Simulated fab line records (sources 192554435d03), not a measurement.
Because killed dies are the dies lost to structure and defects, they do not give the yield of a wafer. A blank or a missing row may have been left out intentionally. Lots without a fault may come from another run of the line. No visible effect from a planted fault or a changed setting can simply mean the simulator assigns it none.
Matching of chambers || flow n5_finfet || 4 sister chambers for N5_HKMG_FIN_ALD_75 on ald_hk-01
The step deposits Al2O3, target thk 1 nm, co reactant pulse time 1 s. 4 wafers are shown with their chamber, then 8 later ones without.

WAFERS, EACH WITH ITS CHAMBER
{"wafer": "L088.2", "chamber": 1, "heater_power_w (W)": 138}
{"wafer": "L088.6", "chamber": 0, "heater_power_w (W)": 141}
{"wafer": "L090.3", "chamber": 2, "heater_power_w (W)": 131}
{"wafer": "L091.1", "chamber": 3, "heater_power_w (W)": 130}

WAFERS WITH NO CHAMBER GIVEN
{"wafer": "L091.4", "heater_power_w (W)": 129}
{"wafer": "L091.5", "heater_power_w (W)": 140}
{"wafer": "L093.3", "heater_power_w (W)": 130}
{"wafer": "L093.4", "heater_power_w (W)": 148}
{"wafer": "L093.6", "heater_power_w (W)": 133}
{"wafer": "L094.4", "heater_power_w (W)": 128}
{"wafer": "L094.5", "heater_power_w (W)": 127}
{"wafer": "L094.6", "heater_power_w (W)": 144}

CHAMBER TAKEN BY EACH
{"wafer": "L091.4", "from the rows above": "can't be placed: 3 or 2", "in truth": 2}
{"wafer": "L091.5", "from the rows above": "can't be placed: 0 or 1", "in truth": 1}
{"wafer": "L093.3", "from the rows above": "can't be placed: 3 or 2", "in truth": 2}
{"wafer": "L093.4", "from the rows above": "can't be placed: 0 or 1", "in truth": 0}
{"wafer": "L093.6", "from the rows above": "can't be placed: 2 or 3 or 1 or 0", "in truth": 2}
{"wafer": "L094.4", "from the rows above": "can't be placed: 3 or 2", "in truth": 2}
{"wafer": "L094.5", "from the rows above": "can't be placed: 3 or 2", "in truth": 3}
{"wafer": "L094.6", "from the rows above": "can't be placed: 0 or 1", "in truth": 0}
Correct placement for 0 of the 8. Unplaceable from these rows: 8, with the true chamber sitting among the candidates in 8. Wrongly placed: 0.
How it was worked out, from the rows above alone: a wafer's distance from a chamber is the root of the sum, over the readings, of the square of ((its reading less the chamber's mean) divided by the reading's scatter). If the next closest chamber is less than 2 further off than the closest, the wafer can't be placed; otherwise it belongs to the closest. For every chamber, the mean is computed from those of its wafers that are shown. The scatter: with one shown wafer a chamber, the root of the mean of the squares of how far each hidden wafer lies from its nearest shown one.
